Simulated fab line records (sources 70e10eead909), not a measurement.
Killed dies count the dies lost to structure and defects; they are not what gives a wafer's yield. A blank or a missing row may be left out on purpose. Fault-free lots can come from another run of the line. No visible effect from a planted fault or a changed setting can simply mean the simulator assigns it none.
fab line records ; flow nand-harc
[record] lots = 6; wafers = 16; last-day = 24
route steps=1159 shown A_CONTACT@946
lots untouched by any fault: they come from a run of this same line in which no faults occurred
start-h: the number of hours between the record's first day and the start of the first shown wafer of the lot ; wait-h: hours from the lot's prior step to this one ; " same as the row above ; L1.1+2: a row that stands for several wafers ; - either no value or no given start ; * or withheld: withheld ; < > ~ a bound
route shown NAME@n: NAME is a module with steps in the file, n the number in the route of the first one ; usual: the fault-free wafers' mean and standard deviation ; same: alike in all rows ; chamber/n: place in a boat ; sites: per-site readings ; _std_site: their standard deviation ; _edge_site: mean of outer sites minus mean of inner sites ; radius-mm: how far each site lies from the wafer's centre ; mask NAME#n: copy n ; behind: tool/chamber where the wafer was last shaped ; hold: why the lot went on hold/how many hours it stayed there/how the hold came to an end ; device: which transistor (n, p or np) failed to switch ; end of line: the same wafers' tests at the end of the route ; step lacking rows: just its recipe ; killed: dies lost to structure and defects at the first sort, not the wafer's yield ; map: the dies of a wafer, with x for killed, . for not killed, _ for no die there
set.NAME: the setting as run; set.NAME@STEP: as run at that earlier step ; model.NAME: the simulator's own value behind a step, which no gauge read
lots at some steps of the route; a table a step, a row a wafer
services: a tool's chamber out of use, with start hour (start-h, from the record's first day; less than 0 if before it), hours out, and reason
[[steps]]
[step NHARC_A_CONTACT_ETCH_137]
[recipe] source-w = withheld; pressure-mtorr = 20; bias-v = 3000; time-s = 132; target-depth-a = 12870; ar-flow-sccm = withheld; c4f8-flow-sccm = withheld; o2-flow-sccm = withheld; chemistry = C4F8/O2/Ar
lot.wafer;tool;chamber;start-h;wait-h;rf-hours-counter-h
L954.1;har-cap-etch-02;0;405.59;0.1;15
L954.3;har-cap-etch-02;0;405.59;0.1;-
L954.6;har-cap-etch-02;1;405.59;0.1;-
L963.1;har-cap-etch-02;0;452.73;0.1;25
L963.2;har-cap-etch-02;1;452.73;0.1;25
L963.6;har-cap-etch-02;0;452.73;0.1;-
L964.1;har-cap-etch-02;1;459.62;0.1;27
L964.2;har-cap-etch-02;0;459.62;0.1;27
L965.1;har-cap-etch-02;1;465.48;0.1;28
L965.4;har-cap-etch-02;0;465.48;0.1;-
L974.1;har-cap-etch-02;1;508.63;0.2;34
L974.3;har-cap-etch-02;0;508.63;0.2;-
L974.5;har-cap-etch-02;0;508.63;0.2;-
L975.3;har-cap-etch-02;1;519.88;0.1;-
L975.5;har-cap-etch-02;0;519.88;0.1;-
L975.6;har-cap-etch-02;1;519.88;0.1;-
[step NHARC_A_CONTACT_ETCH_138]
[recipe] source-w = withheld; pressure-mtorr = 20; bias-v = 3000; time-s = 132; target-depth-a = 12890; ar-flow-sccm = withheld; c4f8-flow-sccm = withheld; o2-flow-sccm = withheld; chemistry = C4F8/O2/Ar
[step NHARC_A_CONTACT_ETCH_139]
[recipe] source-w = withheld; pressure-mtorr = 20; bias-v = 400; time-s = 137; target-depth-a = 5900; ar-flow-sccm = withheld; c4f8-flow-sccm = 11.5; o2-flow-sccm = 7.2; chemistry = C4F8/O2/Ar
[step NHARC_A_CONTACT_ETCH_92]
[recipe] target-depth-a = 400; over-etch-frac = 0.5; time-s = 85.7; ion-energy-ev = 120; ch3f-flow-sccm = 50; o2-flow-sccm = 30; ar-flow-sccm = 200; rf-w = 500; bias-w = 100; chemistry = CH3F/O2
[usual] drypump-motor-current-A = 5.8/0.43; oes-product-au = 0.95/0.035; rf-vpp-V = 243.8/1.5; showerhead-plenum-p-Torr = 2.42/0.1; throttle-valve-pct = 20.662/0.0093
lot.wafer;tool;chamber;start-h;wait-h;drypump-motor-current-A;oes-product-au;rf-hours-counter-h;rf-vpp-V;showerhead-plenum-p-Torr;throttle-valve-pct
L954.1;rie-diel-12;3;406.22;0.3;5.8;0.93;5;244.4;2.44;20.661
L954.3;rie-diel-12;1;406.22;0.3;6.0;0.94;5;244.3;2.41;20.655
L954.6;rie-diel-12;0;406.22;0.3;6.1;0.94;-;247.0;2.56;20.654
L963.2;rie-diel-03;2;453.39;0.3;6.2;0.93;11;241.1;2.30;20.669
L963.1;rie-diel-03;0;453.39;0.3;6.0;0.91;11;243.1;2.43;20.654
L963.6;rie-diel-03;1;453.39;0.3;5.7;0.93;-;245.5;2.56;20.662
L964.1;rie-diel-08;1;460.28;0.4;5.8;0.93;54;245.4;2.43;20.673
L964.2;rie-diel-08;3;460.28;0.4;4.8;0.93;52;242.6;2.30;20.671
L965.1;rie-diel-03;1;466.19;0.4;5.7;1.01;16;246.1;2.56;20.667
L965.4;rie-diel-03;0;466.19;0.4;5.9;1.00;16;242.7;2.43;20.661
L974.3;rie-diel-03;0;509.60;0.4;6.0;0.93;22;244.2;2.43;20.648
L974.1;rie-diel-03;1;509.60;0.4;5.7;0.93;23;247.9;2.56;20.666
L974.5;rie-diel-03;1;509.60;0.4;5.7;0.93;-;244.9;2.56;20.650
L975.3;rie-diel-08;0;520.56;0.3;6.0;0.92;13;245.6;2.51;20.665
L975.5;rie-diel-08;2;520.56;0.3;5.7;0.92;-;245.7;2.66;20.667
L975.6;rie-diel-08;3;520.56;0.3;4.9;0.94;-;242.4;2.30;20.669
[step NHARC_A_CONTACT_ETCH_98]
[recipe] target-depth-a = 200; over-etch-frac = 0.5; time-s = 10; ion-energy-ev = 250; c4f6-flow-sccm = 25; o2-flow-sccm = 20; ar-flow-sccm = 500; rf-w = 600; bias-w = 500; chemistry = C4F6/O2
[step NHARC_A_CONTACT_CD_MEAS_15]
[usual] cd-nm = 90.2/0.46
lot.wafer;tool;chamber;start-h;wait-h;cd-nm
L954.1;cd-sem-01;-;406.44;-;90.3
L954.3;cd-sem-01;-;406.44;-;90.1
L954.6;cd-sem-01;-;406.44;-;90.8
L963.1;cd-sem-01;-;453.59;-;89.5
L963.2;cd-sem-01;-;453.59;-;90.0
L963.6;cd-sem-01;-;453.59;-;90.0
L964.1;cd-sem-03;-;460.48;-;89.7
L964.2;cd-sem-03;-;460.48;-;89.8
L965.1;cd-sem-01;-;466.45;-;90.2
L965.4;cd-sem-01;-;466.45;-;90.4
L974.1;cd-sem-03;-;509.85;-;89.8
L974.3;cd-sem-03;-;509.85;-;89.5
L974.5;cd-sem-03;-;509.85;-;89.8
L975.3;cd-sem-03;-;520.75;-;89.3
L975.5;cd-sem-03;-;520.75;-;89.6
L975.6;cd-sem-03;-;520.75;-;89.8
[step NHARC_A_CONTACT_STRIP_107]
[recipe] n2-flow-sccm = 150; h2-flow-sccm = 150; ar-flow-sccm = 0; bias-w = 0; chemistry = N2/H2
[step NHARC_A_CONTACT_STRIP_108]
[recipe] cf4-flow-sccm = 100; chf3-flow-sccm = 30; ar-flow-sccm = 0; bias-w = 0; chemistry = CF4/CHF3
[step NHARC_A_CONTACT_STRIP_109]
[recipe] o2-flow-sccm = 400; cos-flow-sccm = 20; ar-flow-sccm = 0; bias-w = 0; chemistry = O2/COS
[step NHARC_A_CONTACT_ETCH_110]
[recipe] target-depth-a = 500; overetch-a = 50; time-s = 27.5; ion-energy-ev = 100; cf4-flow-sccm = 80; o2-flow-sccm = 20; ar-flow-sccm = 0; rf-w = 300; bias-w = 100; chemistry = CF4/O2
[usual] drypump-motor-current-A = 5.9/0.4; oes_f_703_au = 0.999/0.0043; oes_o_777_au = 1.000/0.0045; oes-product-au = 1.001/0.008; rf-vpp-V = 197.4/1.4; showerhead-plenum-p-Torr = 1.31/0.05; throttle-valve-pct = 13.396/0.0086
lot.wafer;tool;chamber;start-h;wait-h;drypump-motor-current-A;oes_f_703_au;oes_o_777_au;oes-product-au;rf-hours-counter-h;rf-vpp-V;showerhead-plenum-p-Torr;throttle-valve-pct
L954.3;rie-diel-03;0;406.73;0.1;6.0;1.006;0.995;0.992;1;198.8;1.32;13.391
L954.1;rie-diel-03;1;406.73;0.1;5.7;1.005;0.997;1.000;1;198.0;1.40;13.395
L954.6;rie-diel-03;3;406.73;0.1;6.5;1.000;1.003;0.991;-;197.7;1.32;13.400
L963.1;rie-diel-03;0;453.89;0.1;6.0;1.002;0.997;0.999;11;196.7;1.32;13.384
L963.2;rie-diel-03;1;453.89;0.1;5.7;1.006;1.001;0.994;12;200.0;1.39;13.408
L963.6;rie-diel-03;3;453.89;0.1;6.6;0.999;0.996;0.997;-;197.3;1.32;13.405
L964.2;rie-diel-03;0;460.92;0.1;6.0;0.999;0.998;0.991;14;197.0;1.32;13.419
L964.1;rie-diel-03;1;460.92;0.1;5.7;0.994;1.001;0.993;14;198.7;1.39;13.403
L965.1;rie-diel-12;2;466.78;0.1;5.2;0.999;1.005;0.998;28;196.8;1.26;13.383
L965.4;rie-diel-12;0;466.78;0.1;6.1;0.999;1.005;1.011;29;200.0;1.39;13.403
L974.1;rie-diel-03;2;510.18;0.1;6.2;1.004;1.007;0.997;21;195.6;1.24;13.404
L974.3;rie-diel-03;0;510.18;0.1;6.0;0.995;1.003;0.994;22;197.4;1.32;13.402
L974.5;rie-diel-03;2;510.18;0.1;6.2;0.997;1.002;1.001;-;194.6;1.24;13.390
L975.3;rie-diel-12;2;521.05;0.1;5.1;1.006;0.998;0.993;47;196.8;1.26;13.388
L975.6;rie-diel-12;0;521.05;0.1;6.1;1.005;1.002;1.006;-;197.9;1.38;13.404
L975.5;rie-diel-12;1;521.05;0.1;6.0;0.994;1.003;1.004;-;196.8;1.30;13.406
[step NHARC_A_CONTACT_STRIP_26]
[recipe] o2-flow-sccm = 500; ar-flow-sccm = 0; bias-w = 0; chemistry = O2
[usual] drypump-motor-current-A = 5.9/0.34; oes-product-au = 1.003/0.0078; rf-vpp-V = 57.7/0.88; showerhead-plenum-p-Torr = 3.49/0.13; throttle-valve-pct = 17.036/0.0085
lot.wafer;tool;chamber;start-h;wait-h;drypump-motor-current-A;oes-product-au;rf-hours-counter-h;rf-vpp-V;showerhead-plenum-p-Torr;throttle-valve-pct
L954.3;rie-diel-03;2;-;-;6.2;1.011;1;57.7;3.31;17.026
L954.1;rie-diel-03;0;-;-;6.0;0.997;1;56.9;3.50;17.048
L954.6;rie-diel-03;3;-;-;6.5;0.996;-;57.4;3.49;17.042
L963.2;rie-diel-03;1;-;-;5.7;1.011;12;58.2;3.67;17.013
L963.1;rie-diel-03;2;-;-;6.2;1.003;11;56.9;3.30;17.027
L963.6;rie-diel-03;0;-;-;6.0;0.989;-;57.7;3.49;17.040
L964.1;rie-diel-03;0;-;-;6.0;0.979;14;57.9;3.49;17.039
L964.2;rie-diel-03;1;-;-;5.7;0.999;14;58.8;3.67;17.031
L965.1;rie-diel-12;1;-;-;6.0;1.006;29;56.1;3.45;17.030
L965.4;rie-diel-12;2;-;-;5.2;1.002;28;57.5;3.35;17.029
L974.3;rie-diel-03;0;-;-;6.0;0.988;22;57.1;3.48;17.028
L974.1;rie-diel-03;1;-;-;5.7;1.001;23;58.6;3.67;17.049
L974.5;rie-diel-03;0;-;-;6.0;0.997;-;59.0;3.48;17.032
L975.3;rie-diel-12;1;-;-;6.0;1.001;48;58.1;3.44;17.026
L975.6;rie-diel-12;3;-;-;5.7;1.007;-;59.9;3.48;17.048
L975.5;rie-diel-12;0;-;-;6.1;1.002;-;57.8;3.65;17.048
[step NHARC_A_CONTACT_STRIP_27]
[recipe] time-s = 600; temp-c = 30; chemistry = post-etch-residue-remover
[step NHARC_A_CONTACT_ALD_18]
[recipe] target-thk-a = 30; pulse-time-s = 1; ald-cycles = 150; temp-c = 450; material = TiN
[usual] ald-cycles = 150/0; heater-power-w = 1126/82; precursor-pulse-height-rel = 1.003/0.019
lot.wafer;tool;chamber;start-h;wait-h;ald-cycles;heater-power-w;precursor-pulse-height-rel
L954.3;ald-metal-01;1;407.37;-;150;962;0.965
L954.1;ald-metal-01;0;407.37;-;150;1110;1.011
L954.6;ald-metal-01;1;407.37;-;150;963;1.023
L963.2;ald-metal-04;2;454.54;-;150;1040;1.009
L963.1;ald-metal-04;0;454.54;-;150;1234;0.999
L963.6;ald-metal-04;2;454.54;-;150;1040;1.027
L964.2;ald-metal-04;1;461.60;-;139;1066;0.998
L964.1;ald-metal-04;2;461.60;-;139;1044;1.010
L965.4;ald-metal-04;3;467.57;-;150;1124;1.018
L965.1;ald-metal-04;1;467.57;-;139;1118;1.003
L974.1;ald-metal-03;1;510.91;-;150;1045;1.026
L974.3;ald-metal-03;2;510.91;-;150;1074;0.980
L974.5;ald-metal-03;3;510.91;-;150;1197;1.018
L975.3;ald-metal-03;2;521.73;-;150;1101;0.990
L975.6;ald-metal-03;0;521.73;-;150;1154;1.022
L975.5;ald-metal-03;1;521.73;-;150;1038;0.999
[step NHARC_A_CONTACT_CVD_19]
[recipe] target-thk-a = 3000; temp-c = 300; pressure-torr = 40; wf6-flow-sccm = 40; h2-flow-sccm = 1600; ar-flow-sccm = 1560; time-s = 802; material = W
[usual] heater-power-w = 471/32; mfc-h2-sccm = 1600/4.5; mfc-wf6-sccm = 40.00/0.12; throttle-valve-pct = 7.99/0.19
lot.wafer;tool;chamber;start-h;wait-h;heater-power-w;mfc-h2-sccm;mfc-wf6-sccm;throttle-valve-pct
L954.1;cvd-w-02;0;-;-;504;1606;39.83;7.90
L954.3;cvd-w-02;1;-;-;482;1593;39.99;7.84
L954.6;cvd-w-02;1;-;-;472;1607;40.14;7.97
L963.1;cvd-w-01;1;-;-;464;1594;40.03;8.20
L963.2;cvd-w-01;0;-;-;417;1595;40.02;7.72
L963.6;cvd-w-01;1;-;-;476;1600;40.12;7.97
L964.2;cvd-w-02;0;-;-;502;1598;39.97;7.89
L964.1;cvd-w-02;1;-;-;471;1598;40.12;8.18
L965.1;cvd-w-02;0;-;-;492;1605;40.08;8.43
L965.4;cvd-w-02;1;-;-;476;1601;40.05;8.07
L974.1;cvd-w-02;1;-;-;478;1604;39.90;8.11
L974.3;cvd-w-02;0;-;-;504;1599;40.06;8.17
L974.5;cvd-w-02;1;-;-;469;1600;39.99;8.55
L975.3;cvd-w-01;0;-;-;407;1593;39.92;7.74
L975.5;cvd-w-01;1;-;-;440;1603;39.95;7.84
L975.6;cvd-w-01;0;-;-;406;1597;40.06;7.77
[[services]]
tool;chamber;start-h;hours;kind
rie-diel-08;3;386.36;2.3;repair
rie-diel-03;-;392.30;9.0;pm
rie-diel-03;0;392.30;9.0;vent-cycle
rie-diel-03;1;392.30;9.0;vent-cycle
rie-diel-03;2;392.30;9.0;vent-cycle
rie-diel-03;3;392.30;9.0;vent-cycle
rie-diel-03;0;401.30;-;clean
rie-diel-03;1;401.30;-;clean
rie-diel-03;2;401.30;-;clean
rie-diel-03;2;401.30;-;consumable-replace:focus-ring
rie-diel-03;3;401.30;-;clean
ald-metal-04;-;406.14;10.0;pm
har-cap-etch-02;-;407.55;0.5;repair
rie-diel-03;0;426.15;-;clean
ald-metal-01;-;458.00;10.0;pm
ald-metal-04;2;475.91;26.8;repair
rie-diel-08;-;478.98;9.0;pm
rie-diel-03;2;479.61;3.9;repair
cvd-w-01;-;479.64;13.0;pm
ald-metal-04;1;480.79;27.0;repair
ald-metal-01;3;497.40;11.6;repair
ald-metal-03;-;500.00;10.0;pm
rie-diel-03;3;500.62;17.4;repair
cvd-w-02;1;504.10;7.7;repair
[[key]]
[first-sign] step = NHARC_A_CONTACT_ALD_18; reading = ald-cycles; direction = down; sigmas = 99+; usual = 150; struck = 139
effect none on later readings
met-at NHARC_A_CONTACT_ALD_18
struck-wafers L964.1,L964.2,L965.1
sort-left-out L964.1,L964.2,L965.1
tester-left-out L964,L965
onset-between 454.54 461.60
[fault] kind = process-parameter-drift; tool = ald-metal-04; chamber = -; onset-h = 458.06; steps = NHARC_A_CONTACT_ALD_18; channel = ald-cycles; offset = -11; shape = step; end-h = 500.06; scope = struck-wafers-only; acts-in = these-recipes-only; stated = 150
// tester-left-out: of these lots the tester's yield and bins aren't shown, on N5 and GAA mostly nor the transistor test; their killed dies are dies lost to structure and defects alone, not to doping, threshold or leakage, so they don't give the yield
// sort-left-out: the simulated sort isn't trusted on such a fault, so these wafers' sort isn't shown, and their yield isn't known
